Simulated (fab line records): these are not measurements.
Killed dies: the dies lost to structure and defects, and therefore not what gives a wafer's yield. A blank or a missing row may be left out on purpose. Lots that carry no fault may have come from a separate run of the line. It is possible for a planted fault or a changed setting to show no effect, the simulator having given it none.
What tool caused it? + flow n5-finfet + 11 lots, 33 wafers sampled, at 4 steps of a route of 1938

== WHAT EACH GAUGE READ, for each wafer ==
No reading from a measuring or inspecting step in the record can be judged against a usual standard deviation.

== WHAT TOOL EACH LOT RAN ON (gives the tool, then ch and the chambers of the sampled wafers, and finally the start) ==
| lot  | N5_SDB_STRIP_21                   | N5_DUMMY_REMOVAL_HM_STRIP_01      | N5_DUMMY_REMOVAL_PRECLEAN_08       | N5_HKMG_FIN_HK_ANNEAL_02        |
|------|-----------------------------------|-----------------------------------|------------------------------------|---------------------------------|
| L547 | rie-diel-02 ch 0,1, day 4 00:14   | rie-diel-01 ch 0,1,3, day 4 03:55 | remote-plasma-02 ch 0, day 4 04:11 | rtp-anneal-01 ch 0, day 4 04:55 |
| L551 | rie-diel-04 ch 1,3, day 5 00:59   | rie-diel-01 ch 2,3, day 5 05:33   | remote-plasma-01 ch 0, day 5 05:50 | rtp-anneal-01 ch 0, day 5 06:20 |
| L554 | rie-diel-05 ch 0,1,2, day 5 21:26 | rie-diel-01 ch 0,1,2, day 6 01:21 | remote-plasma-01 ch 1, day 6 01:37 | rtp-anneal-01 ch 0, day 6 02:07 |
| L555 | rie-diel-02 ch 0,2,3, day 6 04:11 | rie-diel-01 ch 0,1,3, day 6 08:20 | remote-plasma-01 ch 0, day 6 08:34 | rtp-anneal-02 ch 0, day 6 09:07 |
| L557 | rie-diel-02 ch 0,2,3, day 6 20:14 | rie-diel-03 ch 0,1,3, day 7 00:19 | remote-plasma-02 ch 0, day 7 00:37 | rtp-anneal-02 ch 0, day 7 01:08 |
| L558 | rie-diel-05 ch 2,3, day 7 00:22   | rie-diel-03 ch 2,3, day 7 04:25   | remote-plasma-01 ch 1, day 7 04:49 | rtp-anneal-02 ch 0, day 7 05:20 |
| L559 | rie-diel-05 ch 1,2,3, day 7 04:50 | rie-diel-03 ch 1,2,3, day 7 09:04 | remote-plasma-01 ch 1, day 7 09:18 | rtp-anneal-02 ch 0, day 7 09:50 |
| L563 | rie-diel-02 ch 0,3, day 7 22:26   | rie-diel-06 ch 0,2,3, day 8 02:50 | remote-plasma-01 ch 1, day 8 03:07 | rtp-anneal-02 ch 0, day 8 03:45 |
| L567 | rie-diel-05 ch 1,2, day 9 06:54   | rie-diel-01 ch 1,2,3, day 9 10:44 | remote-plasma-01 ch 0, day 9 11:02 | rtp-anneal-01 ch 0, day 9 11:32 |
| L568 | rie-diel-02 ch 0,1,3, day 9 11:49 | rie-diel-06 ch 0,1,3, day 9 15:45 | remote-plasma-02 ch 0, day 9 16:01 | rtp-anneal-02 ch 0, day 9 16:47 |
| L569 | rie-diel-05 ch 0,1,2, day 9 12:56 | rie-diel-03 ch 0,1, day 9 16:37   | remote-plasma-01 ch 1, day 9 16:53 | rtp-anneal-02 ch 0, day 9 17:31 |
- N5_SDB_STRIP_21: strips in CF4.
- N5_DUMMY_REMOVAL_HM_STRIP_01: strips SiNx in CH3F/O2, stops on poly-Si, target depth 4 nm, time 6.8 s.
- N5_DUMMY_REMOVAL_PRECLEAN_08: cleans in NF3:NH3, afs cycles 2, time 20 s, sublimation time 60 s.
- N5_HKMG_FIN_HK_ANNEAL_02: time 30 s.

== AS READ BY THE TOOLS THEMSELVES (means over the sampled wafers that have a number; for cases with no such wafer, the mark the record gives instead) ==
N5_SDB_STRIP_21. Usual: drypump-motor-current-A 5.8 A, standard deviation 0.43; oes-product-au 0.75 a.u., standard deviation 0.088; rf-vpp-V 270.7 V, standard deviation 1.7; showerhead-plenum-p-Torr 1.78 Torr, standard deviation 0.068; throttle-valve-pct 13.55 %, standard deviation 0.26.
| lot  | tool        | drypump-motor-current-A (A) | oes-product-au (a.u.) | rf-vpp-V (V) | showerhead-plenum-p-Torr (Torr) | throttle-valve-pct (%) | flag |
|------|-------------|-----------------------------|-----------------------|--------------|---------------------------------|------------------------|------|
| L547 | rie-diel-02 | 6.0                         | 0.71                  | 270.8        | 1.75                            | 13.46                  |      |
| L551 | rie-diel-04 | 5.9                         | 0.68                  | 270.7        | 1.80                            | 13.54                  |      |
| L554 | rie-diel-05 | 5.6                         | 0.73                  | 271.4        | 1.79                            | 13.61                  |      |
| L555 | rie-diel-02 | 6.1                         | 0.70                  | 270.0        | 1.75                            | 13.53                  |      |
| L557 | rie-diel-02 | 6.1                         | 0.70                  | 270.1        | 1.75                            | 13.53                  |      |
| L558 | rie-diel-05 | 5.5                         | 0.80                  | 268.5        | 1.70                            | 13.56                  |      |
| L559 | rie-diel-05 | 5.7                         | 0.81                  | 270.3        | 1.77                            | 13.62                  |      |
| L563 | rie-diel-02 | 6.4                         | 0.69                  | 270.2        | 1.73                            | 13.36                  |      |
| L567 | rie-diel-05 | 5.9                         | 0.74                  | 270.3        | 1.80                            | 13.70                  |      |
| L568 | rie-diel-02 | 6.2                         | 0.76                  | 270.1        | 1.76                            | 13.31                  |      |
| L569 | rie-diel-05 | 5.5                         | 0.79                  | 270.6        | 1.78                            | 13.48                  |      |

N5_DUMMY_REMOVAL_HM_STRIP_01. Usual: drypump-motor-current-A 5.9 A, standard deviation 0.45; mfc-ar-sccm 150.0 sccm, standard deviation 0.49; oes-product-au 0.61 a.u., standard deviation 0.041; rf-vpp-V 127.5 V, standard deviation 1.1; showerhead-plenum-p-Torr 2.01 Torr, standard deviation 0.074; throttle-valve-pct 16.47 %, standard deviation 0.25.
| lot  | tool        | drypump-motor-current-A (A) | mfc-ar-sccm (sccm) | oes-product-au (a.u.) | rf-vpp-V (V) | showerhead-plenum-p-Torr (Torr) | throttle-valve-pct (%) | flag |
|------|-------------|-----------------------------|--------------------|-----------------------|--------------|---------------------------------|------------------------|------|
| L547 | rie-diel-01 | 5.5                         | 150.3              | 0.61                  | 127.1        | 2.03                            | 16.65                  |      |
| L551 | rie-diel-01 | 5.4                         | 149.7              | 0.63                  | 128.2        | 2.03                            | 16.54                  |      |
| L554 | rie-diel-01 | 5.5                         | 150.6              | 0.59                  | 128.0        | 2.05                            | 16.61                  |      |
| L555 | rie-diel-01 | 5.5                         | 149.5              | 0.60                  | 127.6        | 2.02                            | 16.66                  |      |
| L557 | rie-diel-03 | 6.1                         | 150.2              | 0.61                  | 126.8        | 1.98                            | 16.47                  |      |
| L558 | rie-diel-03 | 6.1                         | 150.0              | 0.59                  | 128.0        | 2.02                            | 16.36                  |      |
| L559 | rie-diel-03 | 6.3                         | 149.9              | 0.60                  | 127.4        | 1.97                            | 16.42                  |      |
| L563 | rie-diel-06 | 6.0                         | 149.8              | 0.61                  | 127.1        | 1.91                            | 16.36                  |      |
| L567 | rie-diel-01 | 5.4                         | 150.1              | 0.66                  | 127.6        | 2.04                            | 16.48                  |      |
| L568 | rie-diel-06 | 6.3                         | 150.0              | 0.64                  | 126.3        | 1.96                            | 16.16                  |      |
| L569 | rie-diel-03 | 6.1                         | 150.4              | 0.59                  | 128.4        | 2.02                            | 16.69                  |      |

N5_DUMMY_REMOVAL_PRECLEAN_08. Usual: pressure-torr 3.000 Torr, standard deviation 0.0057; sublimation-temp-c 180.00 C, standard deviation 0.15; temp-c 30.03 C, standard deviation 0.11.
| lot  | tool             | pressure-torr (Torr) | sublimation-temp-c (C) | temp-c (C) | flag |
|------|------------------|----------------------|------------------------|------------|------|
| L547 | remote-plasma-02 | 3.004                | 179.95                 | 30.08      |      |
| L551 | remote-plasma-01 | 2.997                | 179.85                 | 30.05      |      |
| L554 | remote-plasma-01 | 3.005                | 179.95                 | 30.07      |      |
| L555 | remote-plasma-01 | 2.998                | 179.89                 | 30.10      |      |
| L557 | remote-plasma-02 | -                    | -                      | -          | OFF  |
| L558 | remote-plasma-01 | -                    | -                      | -          | OFF  |
| L559 | remote-plasma-01 | 2.997                | 179.94                 | 29.84      |      |
| L563 | remote-plasma-01 | 3.004                | 180.07                 | 29.90      |      |
| L567 | remote-plasma-01 | 2.995                | 179.94                 | 29.91      |      |
| L568 | remote-plasma-02 | 3.003                | 180.14                 | 29.93      |      |
| L569 | remote-plasma-01 | 3.001                | 180.08                 | 30.07      |      |

N5_HKMG_FIN_HK_ANNEAL_02. Usual: lamp-power-pct 8.80 %, standard deviation 0.053; wafer_temp_C_max 702.9, standard deviation 0.66.
| lot  | tool          | lamp-power-pct (%) | wafer_temp_C_max | flag |
|------|---------------|--------------------|------------------|------|
| L547 | rtp-anneal-01 | 8.80               | 702.6            |      |
| L551 | rtp-anneal-01 | 8.73               | 703.7            |      |
| L554 | rtp-anneal-01 | 8.82               | 703.0            |      |
| L555 | rtp-anneal-02 | 8.86               | 703.1            |      |
| L557 | rtp-anneal-02 | 8.83               | 703.3            |      |
| L558 | rtp-anneal-02 | 8.74               | 704.1            |      |
| L559 | rtp-anneal-02 | 8.79               | 703.0            |      |
| L563 | rtp-anneal-02 | 8.82               | 702.6            |      |
| L567 | rtp-anneal-01 | 8.82               | 703.6            |      |
| L568 | rtp-anneal-02 | 8.80               | 702.2            |      |
| L569 | rtp-anneal-02 | 8.81               | 702.1            |      |

== THE ANSWER, worked out from the rows above alone ==
Rule: a lot counts as off when the mean over its wafers that have a number is more than 3 standard deviations away from the usual mean. A lot without any number at a reading at which 4 lots or more have one is off too. The other lots that the step has rows for count as sound. First the gauges in route order, then the tools' own readings, where a lot's mean is used as printed above. The first step at which some lot is off is used, and at that step the reading that is off furthest; a lot without a number counts as furthest.
Off: L557, L558, at N5_DUMMY_REMOVAL_PRECLEAN_08 (pressure-torr). Without a number there: L557, L558.
If a tool, at that step or one of the process steps before it, ran each lot that is off and ran no sound lot following the first of them, it fits. Not one of the candidates tried fits.

== WHAT THE SIMULATOR HAD PUT IN ==
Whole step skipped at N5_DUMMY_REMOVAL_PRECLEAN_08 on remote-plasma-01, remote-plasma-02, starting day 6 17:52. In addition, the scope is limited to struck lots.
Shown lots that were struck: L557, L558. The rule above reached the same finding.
